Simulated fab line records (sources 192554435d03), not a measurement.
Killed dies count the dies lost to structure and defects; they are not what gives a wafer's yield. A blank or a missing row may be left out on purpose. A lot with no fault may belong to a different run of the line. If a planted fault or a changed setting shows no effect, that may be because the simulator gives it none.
Split-lot study    flow n5 finfet    7 lots, 39 wafers read, on a route of 1938 steps

THE SPLIT
At N5_MOL_CONTACT_COAG_ALD_131 (deposits SiO2, target thk 5 nm, pulse time 1 s, co reactant pulse time 1 s), the setting ald cycles was moved away from the recipe's 35 on 12 of the 39 wafers read, by -31.4% to +28.6%. This setting was run at the recipe's value on the other wafers.

Reading taken at the split's own step.

THE READING
SiO2_of_MOL_CONTACT_COAG_ALD_131.thk nm (the simulator's own value, which no gauge read), in nm, at N5_MOL_CONTACT_COAG_ALD_131 (deposits SiO2, target thk 5 nm, pulse time 1 s, co reactant pulse time 1 s). The file gives no usual value for it.

wafer   tool, chamber at the split  ald cycles as run  against the recipe  SiO2_of_MOL_CONTACT_COAG_ALD_131.thk nm, nm  against lot-mates on the recipe
L077.1  ald sin-01, 1,3,2           35                 recipe              5                                            -
L077.5  ald sin-01, 1,3,2           35                 recipe              5                                            -
L077.6  ald sin-01, 1,3,2           35                 recipe              5                                            -
L077.2  ald sin-01, 3,2             27                 -22.9%              3.8                                          -1.2
L077.3  ald sin-01, 3,2             27                 -22.9%              3.8                                          -1.2
L077.4  ald sin-01, 0               27                 -22.9%              4                                            -1.0
L080.1  ald sin-02, 0,1,2,3,1,2     35                 recipe              5                                            -
L080.2  ald sin-02, 0,1,2,3,1,2     35                 recipe              5                                            -
L080.3  ald sin-02, 0,1,2,3,1,2     35                 recipe              5                                            -
L080.4  ald sin-02, 0,1,2,3,1,2     35                 recipe              5                                            -
L080.5  ald sin-02, 0,1,2,3,1,2     35                 recipe              5                                            -
L080.6  ald sin-02, 0,1,2,3,1,2     35                 recipe              5                                            -
L081.1  ald sin-01, 2,3             44                 +25.7%              6.2                                          +1.2
L081.6  ald sin-01, 2,3             44                 +25.7%              6.2                                          +1.2
L081.2  ald sin-01, 3,1,2           35                 recipe              5                                            -
L081.4  ald sin-01, 3,1,2           35                 recipe              5                                            -
L081.5  ald sin-01, 3,1,2           35                 recipe              5                                            -
L081.3  ald sin-01, 0               44                 +25.7%              6.4                                          +1.4
L084.1  ald sin-03, 2,3,1,0,2,3     35                 recipe              5                                            -
L084.2  ald sin-03, 2,3,1,0,2,3     35                 recipe              5                                            -
L084.3  ald sin-03, 2,3,1,0,2,3     35                 recipe              5                                            -
L084.4  ald sin-03, 2,3,1,0,2,3     35                 recipe              5                                            -
L084.5  ald sin-03, 2,3,1,0,2,3     35                 recipe              5                                            -
L084.6  ald sin-03, 2,3,1,0,2,3     35                 recipe              5                                            -
L087.1  ald sin-01, 1,3,0           35                 recipe              5                                            -
L087.2  ald sin-01, 1,3,0           35                 recipe              5                                            -
L087.3  ald sin-01, 1,3,0           35                 recipe              5                                            -
L091.1  ald sin-03, 2,0,3           35                 recipe              5                                            -
L091.3  ald sin-03, 2,0,3           35                 recipe              5                                            -
L091.4  ald sin-03, 2,0,3           35                 recipe              5                                            -
L091.2  ald sin-03, 1,0,1           45                 +28.6%              6.4                                          +1.4
L091.5  ald sin-03, 1,0,1           45                 +28.6%              6.4                                          +1.4
L091.6  ald sin-03, 1,0,1           45                 +28.6%              6.4                                          +1.4
L093.1  ald sin-02, 1,2,3           35                 recipe              5                                            -
L093.2  ald sin-02, 1,2,3           35                 recipe              5                                            -
L093.5  ald sin-02, 1,2,3           35                 recipe              5                                            -
L093.3  ald sin-02, 0,3,2           24                 -31.4%              3.4                                          -1.6
L093.4  ald sin-02, 0,3,2           24                 -31.4%              3.4                                          -1.6
L093.6  ald sin-02, 0,3,2           24                 -31.4%              3.4                                          -1.6
When a row names more than one chamber, that row covers several wafers, and the file does not tell which wafer ran in which chamber.

FIT RESULTS
A straight line over all 39 wafers: SiO2_of_MOL_CONTACT_COAG_ALD_131.thk nm changes by +0.0498 nm for each +1% of ald cycles; r = +1.00; the points scatter about the line by 0.04 nm.
The same after taking each lot's own level away (the mean of its wafers on the recipe; 39 wafers): +0.0498 nm for each +1%; r = +1.00; scatter 0.04 nm.
On that fit, the largest move of ald cycles shifts the reading by 1.6 nm.
The lots' own levels span 5.00 to 5.00 nm.
The two slopes are in agreement: the lot-to-lot level therefore moves the slope only a little.
Check: for one of the wafers moved furthest among these (-31.4%), held out of the fit, the line's prediction against its lot-mates is -1.57 nm. Against them it came out at -1.6 nm.

OTHER SPLITS ON THESE WAFERS
These wafers also went through other splits before the reading. Each is held against what the fit with the lots' levels taken away leaves over:
other split on the same wafers     wafers away from the commonest value  r with SiO2_of_MOL_CONTACT_COAG_ALD_131.thk nm (lot level and that fit taken away)
N5_DUMMY_GATE_CVD_03 target thk a  30                                    -0.03
N5_SDB_HM_DEP_00 target thk a      15                                    +0.27

THE FILE'S OWN FIT
SiO2_of_MOL_CONTACT_COAG_ALD_131.thk nm changes by +0.0498 nm for each +1% of ald cycles, r = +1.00.
